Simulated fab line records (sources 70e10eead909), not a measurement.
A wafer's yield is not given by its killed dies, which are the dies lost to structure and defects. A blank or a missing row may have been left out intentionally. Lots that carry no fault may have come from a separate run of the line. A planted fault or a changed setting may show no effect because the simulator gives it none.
Comparing a struck lot with a sound one + flow nand_harc + 13 steps out of a route of 1159
Sound: wafers L507.1, L507.3, L507.5. The struck wafers were L516.2, L516.3, L516.4. At the end, the cause is stated.
Each step with rows lists, per side, the tool, then ch with its chambers, then its first start. Under that, the readings that differ: sound wafers + struck wafers + difference of the means + sigmas: that difference in standard deviations of wafers without a fault.
alike: readings with means less than 2 such deviations apart, plus words and numbers identical on both sides. not compared: withheld readings, readings lacking a value on some wafer, bounds such as >300 that could conceal the same value, and numbers that have no deviation in the record and whose values overlap.
A row with sigmas, a row that says differs or no value, or rows on one side alone: a step with any of these is where the two part. Numbers that have no deviation but don't overlap get no sigmas and don't part them. A reading that every wafer of one side lacks parts them only if that side has two wafers or more.

NHARC_P_M0_CMP_23: polishes, t overpolish 20 s, target thk 117.53 nm.
  sound on cmp-04 ch 0,1,3, day 6 16:19; struck on cmp-04 ch 0,2,3, day 9 02:42
  alike: motor_current_A, time_to_endpoint_s
NHARC_P_M0_THK_MEAS_24: measures by xrf.
  struck on film_metro-02, day 9 02:59; sound on film_metro-01, day 6 16:35
  alike: thk_nm
following that, these wafers have no rows for 1 step: NHARC_P_M0_SRD_25.
NHARC_P_M0_INSPECT_27:
  struck on defect_inspect-01, day 9 03:09; sound on defect_inspect-02, day 6 16:45
  alike: raw_defect_count
NHARC_P_M0_PRE_CLEAN_31: time 12 s.
  sound on pecvd-04 ch 1,2, day 6 16:56; struck on pecvd-02 ch 0,1,2, day 9 03:13
  alike: heater_power_w
NHARC_P_M0_DEP_32: deposits SiCN, target thk 30 nm.
  sound on pecvd-04 ch 1,2, day 6 17:03; struck on pecvd-02 ch 0,1,2, day 9 03:17
  alike: heater_power_w, showerhead_vpp_V
then, 5 steps without rows for these wafers: NHARC_P_M1_DEP_00 (deposits SiOC, target thk 182.5 nm); NHARC_P_M1_DEHYDRATE_01 (time 120 s); NHARC_P_M1_HMDS_02 (time 30 s); NHARC_P_M1_COAT_34 (time 65 s); NHARC_P_M1_COAT_03 (resist thk 90 nm).
NHARC_P_M1_SOFTBAKE_04: time 55 s.
  sound on litho_track-06 ch 0, day 6 18:00; struck on litho_track-04 ch 0, day 9 04:00
| reading                  | sound                | struck               | difference                    | sigmas      |
|--------------------------|----------------------|----------------------|-------------------------------|-------------|
| heater_power_total_W (W) | 188.69 188.32 188.41 | 206.59 206.74 206.37 | +18.09                        | +99 or more |
| plate_temp_C (C)         | 104.95 104.85 104.72 | - - -                | no value on the struck wafers |             |
  alike: chill_plate_temp_C, exhaust_pa
following that, these wafers have no rows for 1 step: NHARC_P_M1_EBR_05.

== WHERE THEY PART ==
Only at NHARC_P_M1_SOFTBAKE_04, within this record.

WHY: what the simulator had put in
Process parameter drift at NHARC_P_M1_SOFTBAKE_04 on litho_track-04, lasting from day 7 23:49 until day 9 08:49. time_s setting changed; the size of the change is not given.
